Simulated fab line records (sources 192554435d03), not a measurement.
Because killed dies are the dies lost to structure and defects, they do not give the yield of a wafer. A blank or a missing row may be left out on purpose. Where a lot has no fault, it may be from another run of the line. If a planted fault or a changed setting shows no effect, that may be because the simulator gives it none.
Code-filled problem report in 8D (eight disciplines) form | flow n5-finfet | the parts of the form that need people (team, actions taken, sign-off) are left out

1. THE PROBLEM
Wafers without a fault read 16.81 nm, standard deviation 0.26; cd-nm at N5_BEOL_M4_CD_MEAS_11 reads a mean of 8.13 nm on 12 wafers belonging to 4 lots. Relative to the usual mean, that is a shift of -33 standard deviations.
The step: target cd 16.79 nm.
The first sign was on wafer L387.1 at day 10 14:06, on cd-sem-02. At this step, 27 wafers from 9 lots have a number in the record. The rule behind "out" and "out of limits": a value lying over 4 standard deviations away from the usual mean. The rest of the wafers with a number are treated as sound.

2. WHAT THIS IS AND IS NOT
question                    | is                     | is not
which readings at this step | cd-nm                  | -
which lots                  | L387, L388, L393, L394 | L380, L381, L389, L398, L399
which wafers of those lots  | all that have a number | -
read on which gauges        | cd-sem-02, cd-sem-03   | cd-sem-01
when                        | from day 10 14:06      | up to then (6 sound wafers); but 9 sound wafers of L389, L398, L399 came after

3. WHAT RULES OUT EACH SUSPECT
Counting: any tool at a process step up to the reading is kept as a suspect provided that every lot that is out went through it and no sound lot did after the first of them.
- the gauge at N5_BEOL_M4_CD_MEAS_11 has been ruled out. The wafers that are out were read on 2 gauges (cd-sem-02, cd-sem-03).
- euv-scanner-01 at N5_BEOL_M4_EXPOSE_08 (exposes mask M4): kept. It ran every lot that is out, first L387 (day 10 13:58), and no sound lot after that; its last sound lot up to then is L381 (day 9 06:05). Out on those wafers are its own readings of exposure-dose-mJ-cm2.
The count leaves euv-scanner-01 at N5_BEOL_M4_EXPOSE_08.

4. THE CAUSE (what the simulator had put in)
Process parameter drift: euv-scanner-01, from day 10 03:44 on, at N5_BEOL_M4_EXPOSE_08. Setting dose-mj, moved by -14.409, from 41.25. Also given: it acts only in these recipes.
Only this tool survived the counting.

5. THE EFFECT CHAIN, in route order
Each row: a reading whose mean over the struck wafers that have a number lies more than 3 standard deviations from the usual. Only readings whose record carries a usual standard deviation are examined. hours: median over the lots of the time between each lot's start at the first step of this table that gives one and its start at this step. sigmas: the change, counted in usual standard deviations.
hours | step                    | reading              | usual    | on struck wafers | change | sigmas
0     | N5_BEOL_M4_EXPOSE_08    | exposure-dose-mJ-cm2 | 41.16    | 29.57            | -11.59 | -99 or more
0     | N5_BEOL_M4_CD_MEAS_11   | cd-nm                | 16.81 nm | 8.13             | -8.68  | -33
1     | N5_BEOL_M4_CD_MEAS_18   | cd-nm                | 18.1 nm  | 9.3              | -8.8   | -24
6     | N5_BEOL_M4_CD_MEAS_35   | cd-nm                | 18.1 nm  | 9.4              | -8.7   | -21
119   | N5_PASSIVATION_PROBE_49 | defect-limited-yield | 90.9 %   | 0.0              | -90.9  | -65
119   | N5_PASSIVATION_PROBE_49 | killed_at_M4_up      | 14       | 1079             | +1065  | +99 or more
119   | N5_PASSIVATION_PROBE_49 | killed-dies          | 107      | 1180             | +1073  | +63
119   | N5_PASSIVATION_PROBE_49 | killed-on-rim        | 14       | 152              | +138   | +31
119   | N5_PASSIVATION_PROBE_49 | sort-n-pass          | 1073     | 0                | -1073  | -63
119   | N5_PASSIVATION_PROBE_49 | sort-yield-pct       | 90.9 %   | 0.0              | -90.9  | -61
It contains these process steps:
- N5_BEOL_M4_EXPOSE_08: exposes mask M4.
- N5_PASSIVATION_PROBE_49
At these later measuring or inspecting steps, every struck wafer for which the step has a row has a number for every such reading, and none has moved that far: N5_BEOL_M4_INSPECT_13.

6. WHAT WOULD HAVE CAUGHT IT SOONER
The first out-of-limits reading at a measuring or inspecting step in this record came at day 10 14:06, 10 hours after the fault's start at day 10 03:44.
Tool's own readings at N5_BEOL_M4_EXPOSE_08, exposure-dose-mJ-cm2: out on all struck wafers the step has rows for; an alarm limit on them would have tripped on the first.
Lots out: 4; of these, L388, L394, L393 started N5_BEOL_M4_EXPOSE_08 on euv-scanner-01 after day 10 14:06. A hold on the tool at that time would have spared those 3.
